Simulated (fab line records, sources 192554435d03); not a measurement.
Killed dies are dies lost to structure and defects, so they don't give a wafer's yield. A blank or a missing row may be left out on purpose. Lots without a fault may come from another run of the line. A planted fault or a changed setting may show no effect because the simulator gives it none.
fab line records | flow n5_finfet
record lots=7 wafers=39
route steps=1938 shown FIN_SAQP@125 SPACER0@259 MOL_CONTACT_COAG@542 BEOL_M0@733
start_h: hours from the record's first day to the start of the lot's first wafer shown | wait_h: hours since the lot's step before | " the same as in the row above | L1.1+2: a row that stands for several wafers | - no value, or no start given | * or withheld: withheld | < > ~ a bound
route shown NAME@n: a module of which the file shows steps, and the number in the route of the first | usual: mean/standard deviation of fault-free wafers | same: alike in all rows | chamber/n: place in a boat | sites: the reading at each site | _std_site: their standard deviation | _edge_site: outer sites' mean less inner sites' | radius_mm: how far each site lies from the wafer's centre | mask NAME#n: copy n | behind: the tool/chamber that last shaped the wafer | hold: why the lot was held/for how many hours/how that ended | device: the transistor (n, p or np) that didn't switch | end of line: the same wafers' tests at the end of the route | a step without rows: its recipe alone | killed: dies lost to structure and defects at the first sort, not the wafer's yield | map: a wafer's dies, x killed, . not, _ none there
set.NAME: the setting as run; set.NAME@STEP: as run at that earlier step | model.NAME: the simulator's own value behind a step, which no gauge read
lots whose settings were changed on purpose; a table a step, a row a wafer
## steps
# step N5_FIN_SAQP_SPACER1_ALD_24
# recipe material=SiO2 target_thk_a=203 temp_c=300 ald_precursor_family=BDEAS ald_co_reactant=O2-plasma pulse_time_s=1 purge_time_s=2 co_reactant_purge_time_s=2 ald_cycles=218 pressure_torr=2
# columns lot.wafer tool chamber start_h wait_h set.ald_cycles model.SiO2_of_FIN_SAQP_SPACER1_ALD_24.thk_nm
L074.1+2 ald_sin-04 1,3 23.54 0.3 175 16.2
L074.3+4+5 " 2,0,3 " " 218 20.2
L074.6 " 2 " " 175 16.4
L080.1 ald_sin-01 1 59.27 0.3 218 20.4
L080.2+4+6 " 0,3,3 " " 151 14.2
L080.3+5 " 2 " " 218 20.2
L085.1+2 ald_sin-01 3,0 91.58 0.3 218 20.4
L085.3 " 2 " " 218 20.2
L087.1+2+3 ald_sin-04 0,3,1 102.23 0.3 283 26.4
L087.4+5+6 " 2,2,1 " " 218 20.4
L088.1 ald_sin-03 1 107.05 0.3 218 20.4
L088.2+3 " 2,3 " " 218 20.2
L088.4+5+6 " 0,2,3 " " 298 27.8
L089.1+2+5 ald_sin-04 1,0,1 113.64 0.3 145 13.6
L089.3+4+6 " 3,2,2 " " 218 20.4
L093.1 ald_sin-01 2 137.90 0.3 218 20.2
L093.2+5 " 1 " " 218 20.4
L093.3+4+6 " 0,3,0 " " 104 9.8
# step N5_FIN_SAQP_SPACER1_ETCHBACK_25
# recipe chemistry=CHF3/O2 mode=anisotropic_etchback target=SiO2 target_depth_a=244 time_s=12.2 pressure_mtorr=30 source_w=650 bias_w=170 Ar_flow_sccm=200 CHF3_flow_sccm=50 O2_flow_sccm=5 ion_energy_ev=200
# step N5_FIN_SAQP_MANDREL1_REMOVE_56
# recipe chemistry=HBr/Cl2/O2 bt_time_s=10 target=a-Si stop_on=SiNx endpoint=OES-SiCl over_etch_frac=1 icp_w=600 bias_w=22 HBr_flow_sccm=150 Cl2_flow_sccm=80 O2_flow_sccm=5 pressure_mtorr=10
# columns lot.wafer tool chamber start_h wait_h set.ald_cycles@FIN_SAQP_SPACER1_ALD_24 model.FIN_SAQP.cd_nm
L074.1+2 rie_si-05 2,1 24.35 0.1 175 16.2
L074.3 " 3 " " 218 20.4
L074.4+5 " 0,2 " " 218 20.2
L074.6 " 1 " " 175 16.4
L080.1+3+5 rie_si-02 2,1,2 60.08 0.1 218 20.2
L080.2+4+6 " 0,3,3 " " 151 14.2
L085.1 rie_si-05 1 92.39 0.1 218 20.6
L085.2 " 3 " " 218 20.4
L085.3 " 2 " " 218 20
L087.1+2+3 rie_si-01 1,2,3 103.04 0.1 283 26.4
L087.4+5+6 " 0,3,0 " " 218 20.4
L088.1+2+3 rie_si-02 0,1,2 107.86 0.1 218 20.2
L088.4+5+6 " 3,2,1 " " 298 27.8
L089.1+2+5 rie_si-02 0,1,1 114.45 0.1 145 13.8
L089.3+4+6 " 2,3,2 " " 218 20.4
L093.1+5 rie_si-05 0 138.70 0.1 218 20.4
L093.2 " 3 " " 218 20.6
L093.3 " 2 " " 104 9.6
L093.4 " 1 " " 104 10
L093.6 " 3 " " 104 9.8
# step N5_FIN_SAQP_CD_MEAS_27
# recipe target_cd_nm=20 landing_energy_ev=1000 detector=se_inlens polarity=line
# usual cd_nm=20.31/0.21
# columns lot.wafer tool chamber start_h wait_h set.ald_cycles@FIN_SAQP_SPACER1_ALD_24 cd_nm
L074.1 cd_sem-03 0 24.45 0.1 175 16.14
L074.2 " 0 " " 175 16.10
L074.3 " 0 " " 218 20.27
L074.4 " 0 " " 218 20.10
L074.5 " 0 " " 218 20.09
L074.6 " 0 " " 175 16.20
L080.1 cd_sem-01 0 60.19 0.1 218 20.27
L080.2 " 0 " " 151 14.28
L080.3 " 0 " " 218 20.01
L080.4 " 0 " " 151 14.16
L080.5 " 0 " " 218 20.20
L080.6 " 0 " " 151 14.24
L085.1 cd_sem-03 0 92.50 0.1 218 20.34
L085.2 " 0 " " 218 20.23
L085.3 " 0 " " 218 20.23
L087.1 cd_sem-01 0 103.14 0.1 283 26.57
L087.2 " 0 " " 283 26.36
L087.3 " 0 " " 283 26.34
L087.4 " 0 " " 218 20.23
L087.5 " 0 " " 218 20.63
L087.6 " 0 " " 218 20.18
L088.1 cd_sem-02 0 107.97 0.1 218 20.14
L088.2 " 0 " " 218 20.32
L088.3 " 0 " " 218 20.21
L088.4 " 0 " " 298 28.03
L088.5 " 0 " " 298 27.87
L088.6 " 0 " " 298 27.92
L089.1 cd_sem-01 0 114.56 0.1 145 13.84
L089.2 " 0 " " 145 13.21
L089.3 " 0 " " 218 20.19
L089.4 " 0 " " 218 20.18
L089.5 " 0 " " 145 13.99
L089.6 " 0 " " 218 20.53
L093.1 cd_sem-03 0 138.81 0.1 218 20.47
L093.2 " 0 " " 218 20.38
L093.3 " 0 " " 104 9.74
L093.4 " 0 " " 104 9.90
L093.5 " 0 " " 218 20.19
L093.6 " 0 " " 104 9.91
# step N5_SPACER0_ALD_00
# recipe material=SiOCN target_thk_a=35 temp_c=400 ald_precursor_family=alkyl-aminosilane ald_co_reactant=O2/N2-plasma pulse_time_s=3 purge_time_s=2 co_reactant_purge_time_s=2 ald_cycles=58 pressure_torr=2
# columns lot.wafer tool chamber start_h wait_h set.ald_cycles model.SiOCN_of_SPACER0_ALD_00.thk_nm
L074.1+2+3+4+5+6 ald_sin-04 1,0,3,2,0,1 48.49 0.1 58 3.4
L080.1+5 ald_sin-04 1,3 83.37 0.1 58 3.4
L080.2 " 2 " " 58 3.6
L080.3+4+6 " 0,3,2 " " 43 2.6
L085.1 ald_sin-04 0 117.97 0.1 58 3.6
L085.2+3 " 3,2 " " 58 3.4
L087.1+4+5 ald_sin-01 3,1,2 131.68 0.1 58 3.6
L087.2+3+6 " 2,0,1 " " 81 5
L088.1+2+6 ald_sin-02 1,3,0 135.32 0.1 44 2.6
L088.3+4+5 " 0,2,3 " " 58 3.4
L089.1+2+3+4+5+6 ald_sin-02 1,3,2,0,0,3 143.34 0.1 58 3.4
L093.1+2 ald_sin-01 3,1 166.74 0.1 58 3.4
L093.3 " 2 " " 58 3.6
L093.4+5+6 " 0,1,0 " " 35 2.2
# step N5_MOL_CONTACT_COAG_PRECLEAN_111
# recipe chemistry=NF3:NH3 afs_cycles=1 temp_c=30 time_s=20 sublimation_temp_c=180 sublimation_time_s=60 pressure_torr=3 rf_power_w=30
# columns lot.wafer tool chamber start_h wait_h set.time_s model.SiNx_of_SPACER0_ALD_07.thk_nm
L074.1+5+6 remote_plasma-01 1 87.34 0.2 30.83 0.8
L074.2+4 " 1 " " 20 1.2
L074.3 " 1 " " 20 1
L080.1+2 remote_plasma-02 0 123.69 0.6 20 1.2
L080.3+4+5 " 0 " " 23.25 1
L080.6 " 0 " " 20 1
L085.1+2+3 remote_plasma-01 1 159.53 0.6 20 1
L087.1+3 remote_plasma-01 0 172.40 0.2 20 1
L087.2+4+6 " 0 " " 29.52 0.8
L087.5 " 0 " " 20 1.2
L088.1 remote_plasma-01 1 176.33 1.1 20 1
L088.2+3+5 " 1 " " 9.032 1.6
L088.4+6 " 1 " " 20 1.2
L089.1 remote_plasma-02 0 184.42 0.2 20 1
L089.2+3+4+5+6 " 0 " " 20 1.2
L093.1+2+3+4+5+6 remote_plasma-01 0 206.94 0.2 20 1
# step N5_BEOL_M0_CVD_115
# recipe material=Co target_thk_a=* temp_c=withheld precursor=CCTBA/H2 pressure_torr=30 time_s=120
# columns lot.wafer tool chamber start_h wait_h set.target_thk_a model.Co_of_BEOL_M0_CVD_115.thk_nm
L074.1+2+5 cvd_co-01 2,0,2 120.15 0.2 * *
L074.3+6 " 0 " " * *
L074.4 " 2 " " * *
L080.1+4+6 cvd_co-02 2,1,2 153.68 0.2 * *
L080.2+5 " 0 " " * *
L080.3 " 1 " " * *
L085.1+2+3 cvd_co-02 1,0,2 191.40 0.0 * *
L087.1+5+6 cvd_co-02 1,0,2 203.38 0.0 * *
L087.2 " 0 " " * *
L087.3+4 " 2,1 " " * *
L088.1+2+5 cvd_co-02 2,1,0 215.14 0.0 * *
L088.3+4+6 " 0,1,2 " " * *
L089.1+3 cvd_co-02 0,1 216.20 0.0 * *
L089.2+4+6 " 2,1,0 " " * *
L089.5 " 2 " " * *
L093.1+2+4 cvd_co-01 1,0,1 235.18 0.2 * *
L093.3+5+6 " 2,0,2 " " * *
# step N5_BEOL_M0_SPUTTER_116
# recipe material=Cu target_thk_a=40 temp_c=-20 chamber_pressure_pa=0.07 power_w=withheld time_s=7.37
# step N5_BEOL_M0_ANNEAL_117
# recipe temp_c=400 time_s=60 ambient=vacuum
# step N5_BEOL_M0_ECD_118
# recipe material=Cu target_thk_a=3000
# step N5_BEOL_M0_ANNEAL_119
# recipe temp_c=225 time_s=90 ambient=N2
# step N5_BEOL_M0_CMP_120
# recipe stop_on=SiOC t_overpolish_s=6.9 down_force_psi=1 platen_rpm=50 clearing_platen_down_force_psi=1.5 clearing_platen_rpm=50 post_cmp_clean=cu_alkaline clearing_platen_pad_velocity_m_s=0.99484 pad_velocity_m_s=0.99484
# usual barrier_field_endpoint_s=3.67/0.13
# columns lot.wafer tool chamber start_h wait_h set.target_thk_a@BEOL_M0_CVD_115 barrier_field_endpoint_s
L074.2 cmp-01 0 121.37 0.2 * 2.88
L074.3 " 1 " " * 3.76
L074.1 " 2 " " * 2.99
L074.4 " 3 " " * 3.78
L074.5 " 0 " " * 2.99
L074.6 " 1 " " * 3.72
L080.1 cmp-01 0 156.37 0.3 * 3.73
L080.3 " 1 " " * 3.44
L080.2 " 2 " " * 3.43
L080.4 " 3 " " * 3.85
L080.6 " 0 " " * 3.79
L080.5 " 1 " " * 3.49
L085.1 cmp-03 3 192.47 0.3 * 3.79
L085.2 " 0 " " * 3.72
L085.3 " 1 " " * 3.59
L087.4 cmp-03 2 204.45 0.1 * 3.74
L087.3 " 3 " " * 3.69
L087.2 " 0 " " * 3.60
L087.1 " 1 " " * 4.44
L087.5 " 2 " " * 4.29
L087.6 " 3 " " * 4.38
L088.4 cmp-04 2 216.14 0.1 * 3.71
L088.1 " 3 " " * 4.61
L088.3 " 0 " " * 3.70
L088.2 " 1 " " * 4.63
L088.5 " 2 " " * 4.53
L088.6 " 3 " " * 3.82
L089.4 cmp-04 0 217.15 0.1 * 3.19
L089.1 " 1 " " * 3.80
L089.3 " 2 " " * 3.86
L089.2 " 3 " " * 3.20
L089.5 " 0 " " * 3.72
L089.6 " 1 " " * 3.27
L093.1 cmp-03 2 236.27 0.3 * 3.84
L093.3 " 3 " " * 3.62
L093.4 " 0 " " * 3.83
L093.2 " 1 " " * 3.80
L093.6 " 2 " " * 3.48
L093.5 " 3 " " * 3.55
## key
split step=N5_FIN_SAQP_SPACER1_ALD_24 setting=ald_cycles stated=218 by=wafer
response step=N5_FIN_SAQP_SPACER1_ALD_24 reading=model.SiO2_of_FIN_SAQP_SPACER1_ALD_24.thk_nm change=+0.202 per=1% r=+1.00
response step=N5_FIN_SAQP_MANDREL1_REMOVE_56 reading=model.FIN_SAQP.cd_nm change=+0.202 per=1% r=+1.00
response step=N5_FIN_SAQP_CD_MEAS_27 reading=cd_nm change=+0.201 per=1% r=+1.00
split step=N5_SPACER0_ALD_00 setting=ald_cycles stated=58 by=wafer
response step=N5_SPACER0_ALD_00 reading=model.SiOCN_of_SPACER0_ALD_00.thk_nm change=+0.0335 per=1% r=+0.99
split step=N5_MOL_CONTACT_COAG_PRECLEAN_111 setting=time_s stated=20 by=wafer
response step=N5_MOL_CONTACT_COAG_PRECLEAN_111 reading=model.SiNx_of_SPACER0_ALD_07.thk_nm change=-0.00691 per=1% r=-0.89
split step=N5_BEOL_M0_CVD_115 setting=target_thk_a stated=* by=wafer
response step=N5_BEOL_M0_CVD_115 reading=model.Co_of_BEOL_M0_CVD_115.thk_nm change=* per=1% r=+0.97
response step=N5_BEOL_M0_CMP_120 reading=barrier_field_endpoint_s change=+0.0186 per=1% r=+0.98
